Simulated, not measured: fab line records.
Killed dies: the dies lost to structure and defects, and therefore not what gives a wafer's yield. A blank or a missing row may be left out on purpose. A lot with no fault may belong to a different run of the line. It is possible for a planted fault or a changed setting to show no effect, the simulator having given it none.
Split-lot experiment || flow n5-finfet || on a route of 1938 steps: 7 lots, 21 wafers read

## THE SPLIT ITSELF
At N5_MOL_CONTACT_COAG_COAT_78 (resist thk 40 nm), the setting spin-rpm was moved away from the recipe's 1500 rpm on 8 of the 21 wafers read, by -4.3% to +10.7%. This setting was run at the recipe's value on the other wafers.

## FROM THE SPLIT TO THE READING: what the file shows between them, 7 steps
- N5_MOL_CONTACT_COAG_EBR_80
- N5_MOL_CONTACT_COAG_SOFTBAKE_79: time 60 s
- N5_MOL_CONTACT_COAG_EXPOSE_81: exposes mask VG, defocus 0 nm
- N5_MOL_CONTACT_COAG_PEB_82: peb time 60 s
- N5_MOL_CONTACT_COAG_DEVELOP_83: develop time 30 s
- N5_MOL_CONTACT_COAG_DESCUM_88: chemistry O2, time 7 s
- N5_MOL_CONTACT_COAG_ETCH_89: etches underlayer in N2/H2, target depth 13 nm, time 10.4 s

## THE READING
CAR-EUV_of_MOL_CONTACT_COAG_COAT_78.thk-nm (the simulator's own value, which no gauge read), in nm, at N5_MOL_CONTACT_COAG_ETCH_90 (etches SiARC in CF4, target depth 13 nm, time 21.7 s). No usual value for it is given in the file. The 13 wafers here that ran the recipe average 16.8 nm, standard deviation 0.12 nm.

{"wafer": "L074.2", "tool, chamber at the split": "litho-track-01, 0", "spin-rpm as run, rpm": 1500, "against the recipe": "recipe", "CAR-EUV_of_MOL_CONTACT_COAG_COAT_78.thk-nm, nm": 16.6, "against lot-mates on the recipe": "-"}
{"wafer": "L074.3", "tool, chamber at the split": "litho-track-01, 0", "spin-rpm as run, rpm": 1558, "against the recipe": "+3.9%", "CAR-EUV_of_MOL_CONTACT_COAG_COAT_78.thk-nm, nm": 16, "against lot-mates on the recipe": -0.6}
{"wafer": "L074.6", "tool, chamber at the split": "litho-track-01, 0", "spin-rpm as run, rpm": 1558, "against the recipe": "+3.9%", "CAR-EUV_of_MOL_CONTACT_COAG_COAT_78.thk-nm, nm": 16.2, "against lot-mates on the recipe": -0.4}
{"wafer": "L076.1", "tool, chamber at the split": "litho-track-04, 0", "spin-rpm as run, rpm": 1500, "against the recipe": "recipe", "CAR-EUV_of_MOL_CONTACT_COAG_COAT_78.thk-nm, nm": 16.8, "against lot-mates on the recipe": "-"}
{"wafer": "L076.2", "tool, chamber at the split": "litho-track-04, 0", "spin-rpm as run, rpm": 1500, "against the recipe": "recipe", "CAR-EUV_of_MOL_CONTACT_COAG_COAT_78.thk-nm, nm": 16.8, "against lot-mates on the recipe": "-"}
{"wafer": "L076.5", "tool, chamber at the split": "litho-track-04, 0", "spin-rpm as run, rpm": 1661, "against the recipe": "+10.7%", "CAR-EUV_of_MOL_CONTACT_COAG_COAT_78.thk-nm, nm": 15, "against lot-mates on the recipe": -1.8}
{"wafer": "L083.2", "tool, chamber at the split": "litho-track-03, 0", "spin-rpm as run, rpm": 1500, "against the recipe": "recipe", "CAR-EUV_of_MOL_CONTACT_COAG_COAT_78.thk-nm, nm": 17, "against lot-mates on the recipe": "-"}
{"wafer": "L083.3", "tool, chamber at the split": "litho-track-03, 0", "spin-rpm as run, rpm": 1500, "against the recipe": "recipe", "CAR-EUV_of_MOL_CONTACT_COAG_COAT_78.thk-nm, nm": 17, "against lot-mates on the recipe": "-"}
{"wafer": "L083.5", "tool, chamber at the split": "litho-track-03, 0", "spin-rpm as run, rpm": 1500, "against the recipe": "recipe", "CAR-EUV_of_MOL_CONTACT_COAG_COAT_78.thk-nm, nm": 16.8, "against lot-mates on the recipe": "-"}
{"wafer": "L084.1", "tool, chamber at the split": "litho-track-04, 0", "spin-rpm as run, rpm": 1500, "against the recipe": "recipe", "CAR-EUV_of_MOL_CONTACT_COAG_COAT_78.thk-nm, nm": 16.8, "against lot-mates on the recipe": "-"}
{"wafer": "L084.3", "tool, chamber at the split": "litho-track-04, 0", "spin-rpm as run, rpm": 1500, "against the recipe": "recipe", "CAR-EUV_of_MOL_CONTACT_COAG_COAT_78.thk-nm, nm": 16.8, "against lot-mates on the recipe": "-"}
{"wafer": "L084.6", "tool, chamber at the split": "litho-track-04, 0", "spin-rpm as run, rpm": 1500, "against the recipe": "recipe", "CAR-EUV_of_MOL_CONTACT_COAG_COAT_78.thk-nm, nm": 16.8, "against lot-mates on the recipe": "-"}
{"wafer": "L092.1", "tool, chamber at the split": "litho-track-04, 0", "spin-rpm as run, rpm": 1500, "against the recipe": "recipe", "CAR-EUV_of_MOL_CONTACT_COAG_COAT_78.thk-nm, nm": 16.8, "against lot-mates on the recipe": "-"}
{"wafer": "L092.4", "tool, chamber at the split": "litho-track-04, 0", "spin-rpm as run, rpm": 1500, "against the recipe": "recipe", "CAR-EUV_of_MOL_CONTACT_COAG_COAT_78.thk-nm, nm": 16.8, "against lot-mates on the recipe": "-"}
{"wafer": "L092.6", "tool, chamber at the split": "litho-track-04, 0", "spin-rpm as run, rpm": 1500, "against the recipe": "recipe", "CAR-EUV_of_MOL_CONTACT_COAG_COAT_78.thk-nm, nm": 16.6, "against lot-mates on the recipe": "-"}
{"wafer": "L094.1", "tool, chamber at the split": "litho-track-03, 0", "spin-rpm as run, rpm": 1564, "against the recipe": "+4.3%", "CAR-EUV_of_MOL_CONTACT_COAG_COAT_78.thk-nm, nm": 15.8, "against lot-mates on the recipe": -0.8}
{"wafer": "L094.3", "tool, chamber at the split": "litho-track-03, 0", "spin-rpm as run, rpm": 1500, "against the recipe": "recipe", "CAR-EUV_of_MOL_CONTACT_COAG_COAT_78.thk-nm, nm": 16.6, "against lot-mates on the recipe": "-"}
{"wafer": "L094.5", "tool, chamber at the split": "litho-track-03, 0", "spin-rpm as run, rpm": 1564, "against the recipe": "+4.3%", "CAR-EUV_of_MOL_CONTACT_COAG_COAT_78.thk-nm, nm": 16, "against lot-mates on the recipe": -0.6}
{"wafer": "L095.1", "tool, chamber at the split": "litho-track-04, 0", "spin-rpm as run, rpm": 1436, "against the recipe": "-4.3%", "CAR-EUV_of_MOL_CONTACT_COAG_COAT_78.thk-nm, nm": 17.4, "against lot-mates on the recipe": "no lot-mate on the recipe"}
{"wafer": "L095.2", "tool, chamber at the split": "litho-track-04, 0", "spin-rpm as run, rpm": 1436, "against the recipe": "-4.3%", "CAR-EUV_of_MOL_CONTACT_COAG_COAT_78.thk-nm, nm": 17.6, "against lot-mates on the recipe": "no lot-mate on the recipe"}
{"wafer": "L095.4", "tool, chamber at the split": "litho-track-04, 0", "spin-rpm as run, rpm": 1436, "against the recipe": "-4.3%", "CAR-EUV_of_MOL_CONTACT_COAG_COAT_78.thk-nm, nm": 17.6, "against lot-mates on the recipe": "no lot-mate on the recipe"}

THE FIT
A straight line over all 21 wafers: CAR-EUV_of_MOL_CONTACT_COAG_COAT_78.thk-nm changes by -0.176 nm for each +1% of spin-rpm; r = -0.98; the points scatter about the line by 0.13 nm.
The same after taking each lot's own level away (the mean of its wafers on the recipe; 18 wafers): -0.162 nm for each +1%; r = -0.98; scatter 0.089 nm.
The reading moves by 1.7 nm for the largest change in spin-rpm, on that fit.
From 16.60 to 16.93 nm: that is the span of the lots' own levels, equal to 2.7 times the standard deviation above.
The two slopes are in agreement: the lot-to-lot level therefore moves the slope only a little.
Check: -1.59 nm against its lot-mates is what the line predicts for one of the wafers moved furthest among these (+10.7%) when that wafer is left out of the fit. It came out at -1.8 nm against them.

## OTHER SPLITS APPLIED TO THESE WAFERS
Before the reading, these wafers also passed through other splits. Each is held against what the fit with the lots' levels taken away leaves over:
{"other split on the same wafers": "N5_GATE_CUT_ETCH_56 icp-w", "wafers away from the commonest value": 8, "r with CAR-EUV_of_MOL_CONTACT_COAG_COAT_78.thk-nm (lot level and that fit taken away)": -0.37}
{"other split on the same wafers": "N5_GATE_CUT_ALD_22 ald-cycles", "wafers away from the commonest value": 7, "r with CAR-EUV_of_MOL_CONTACT_COAG_COAT_78.thk-nm (lot level and that fit taken away)": "+0.02"}
{"other split on the same wafers": "N5_MOL_CONTACT_COAG_COAT_58 spin-rpm", "wafers away from the commonest value": 6, "r with CAR-EUV_of_MOL_CONTACT_COAG_COAT_78.thk-nm (lot level and that fit taken away)": "+0.06"}

## THE WHOLE CHAIN: every reading that the file lists as answering this split, in the file's order
{"step": "N5_MOL_CONTACT_COAG_COAT_78", "what it does": "resist thk 40 nm", "reading": "CAR-EUV_of_MOL_CONTACT_COAG_COAT_78.thk-nm (the simulator's own value, which no gauge read)", "change (the file's fit)": "-0.173 nm for each +1% of the setting", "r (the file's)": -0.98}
{"step": "N5_MOL_CONTACT_COAG_DEVELOP_83", "what it does": "develop time 30 s", "reading": "CAR-EUV_of_MOL_CONTACT_COAG_COAT_78.thk-nm (the simulator's own value, which no gauge read)", "change (the file's fit)": "-0.18 nm for each +1% of the setting", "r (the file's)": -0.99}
{"step": "N5_MOL_CONTACT_COAG_ETCH_90", "what it does": "etches SiARC in CF4, target depth 13 nm, time 21.7 s", "reading": "CAR-EUV_of_MOL_CONTACT_COAG_COAT_78.thk-nm (the simulator's own value, which no gauge read)", "change (the file's fit)": "-0.163 nm for each +1% of the setting", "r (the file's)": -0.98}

## THE FILE'S OWN FIT
CAR-EUV_of_MOL_CONTACT_COAG_COAT_78.thk-nm changes by -0.163 nm for each +1% of spin-rpm, r = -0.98.
